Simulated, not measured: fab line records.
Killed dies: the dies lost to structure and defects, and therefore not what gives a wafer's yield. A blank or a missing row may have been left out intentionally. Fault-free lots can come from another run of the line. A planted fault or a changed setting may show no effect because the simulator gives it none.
Struck lot and sound lot, side by side    flow n5 finfet    18 steps out of a route of 1938
Sound: the wafers L807.3, L807.4, L807.6. The struck wafers were L821.2, L821.3, L821.4. The cause comes at the end.
At each step with rows: each side's tool, then ch and its chambers, then its first start. Under that, the readings that differ: sound wafers    struck wafers    difference of the means    sigmas: that difference in standard deviations of wafers without a fault.
alike: a reading whose means differ by less than 2 such deviations, as well as words and numbers matching on both sides. not compared: withheld readings; readings where some wafer has no value; bounds like >300 that might hide an equal value; numbers whose values overlap and for which the record gives no deviation.
A row with sigmas, a row that says differs or no value, or rows on one side alone: a step with any of these is where the two part. Non-overlapping numbers with no deviation appear without sigmas and do not part them. A reading that every wafer of one side lacks parts them only if that side has two wafers or more.

N5_BEOL_M8_ETCH_62: etches SOC in N2/H2, target depth 110 nm, overetch 22 nm, time 165 s.
  sound on rie diel-02 ch 2,3, day 9 17:29; struck on rie diel-02 ch 1,2,3, day 12 12:57
reading                sound           struck          difference  sigmas
oes product au (a.u.)  0.57 0.57 0.68  0.79 0.66 0.76  +0.13       +3
  alike: drypump motor current A, n2 flow sccm, rf vpp V, showerhead plenum p Torr, throttle valve pct
  not compared: rf hours counter h
then, 1 step without rows for these wafers: N5_BEOL_M8_STRIP_68 (strips in N2/H2).
N5_BEOL_M8_STRIP_67: strips in CF4.
  sound on rie diel-02 ch 2,3, day 9 17:38; struck on rie diel-02 ch 1,2,3, day 12 13:06
reading                sound           struck          difference  sigmas
oes product au (a.u.)  0.67 0.67 0.81  0.93 0.78 0.90  +0.15       +3
  alike: drypump motor current A, rf vpp V, showerhead plenum p Torr, throttle valve pct
  not compared: rf hours counter h
N5_BEOL_M8_HM_OPEN_17: chemistry Cl2/BCl3, target TiN, target depth 20 nm, overetch 6 nm.
  sound on rie metal-02 ch 0,1, day 9 17:42; struck on rie metal-02 ch 0,1, day 12 13:08
  alike: drypump motor current A, oes product au, throttle valve pct
  not compared: rf hours counter h
N5_BEOL_M8_STRIP_19: strips in O2.
  sound on rie diel-06 ch 1,2, day 9 17:47; struck on rie diel-03 ch 1,2,3, day 12 13:16
  alike: drypump motor current A, oes product au, rf vpp V, showerhead plenum p Torr, throttle valve pct
  not compared: rf hours counter h
N5_BEOL_M8_CD_MEAS_18: pitch 80 nm, target cd 40 nm.
  sound on cd sem-03, day 9 17:51; struck on cd sem-01, day 12 13:20
  alike: cd nm
then, 6 steps without rows for these wafers: N5_BEOL_M8_COAT_63 (time 60 s, resist thk 60 nm); N5_BEOL_M8_COAT_64 (time 60 s, resist thk 12 nm); N5_BEOL_M8_COAT_71 (time 60 s, resist thk 5 nm); N5_BEOL_M8_COAT_22 (resist thk 30 nm); N5_BEOL_M8_EBR_24; N5_BEOL_M8_SOFTBAKE_23 (time 60 s).
N5_BEOL_M8_EXPOSE_25: exposes mask V7, target cd 40 nm.
  sound on euv scanner-02 ch 0, day 9 20:19; struck on euv scanner-02 ch 0, day 12 14:55
reading                          sound        struck          difference  sigmas
model.BEOL_M8.overlay x nm (nm)  0.4 0.4 0.4  12.4 12.4 12.4  +12.0       
  alike: mask, focus offset nm
then, 2 steps without rows for these wafers: N5_BEOL_M8_PEB_26 (peb time 60 s); N5_BEOL_M8_DEVELOP_27 (develop time 30 s).
N5_BEOL_M8_CD_MEAS_28 targets a cd of 40 nm.
  sound on cd sem-01 ch 0, day 9 20:26; struck on cd sem-03 ch 0, day 12 15:02
  alike: cd nm
N5_BEOL_M8_OVL_MEAS_29:
  sound on overlay-01 ch 0, day 9 20:28; struck on overlay-01 ch 0, day 12 15:04
reading      sound        struck          difference  sigmas
V7_OVL (nm)  1.4 0.4 0.6  12.0 12.2 12.0  +11.3       +18
N5_BEOL_M8_INSPECT_30: inspects for defects (brightfield).
  sound on defect inspect-02, day 9 20:31; struck on defect inspect-01, day 12 15:08
  alike: raw defect count

## WHERE THEY PART
Earliest at N5_BEOL_M8_ETCH_62; latest, in this record, at N5_BEOL_M8_OVL_MEAS_29. Later steps at which nothing parts them and some readings are alike: N5_BEOL_M8_INSPECT_30.

WHY: the cause the simulator had injected
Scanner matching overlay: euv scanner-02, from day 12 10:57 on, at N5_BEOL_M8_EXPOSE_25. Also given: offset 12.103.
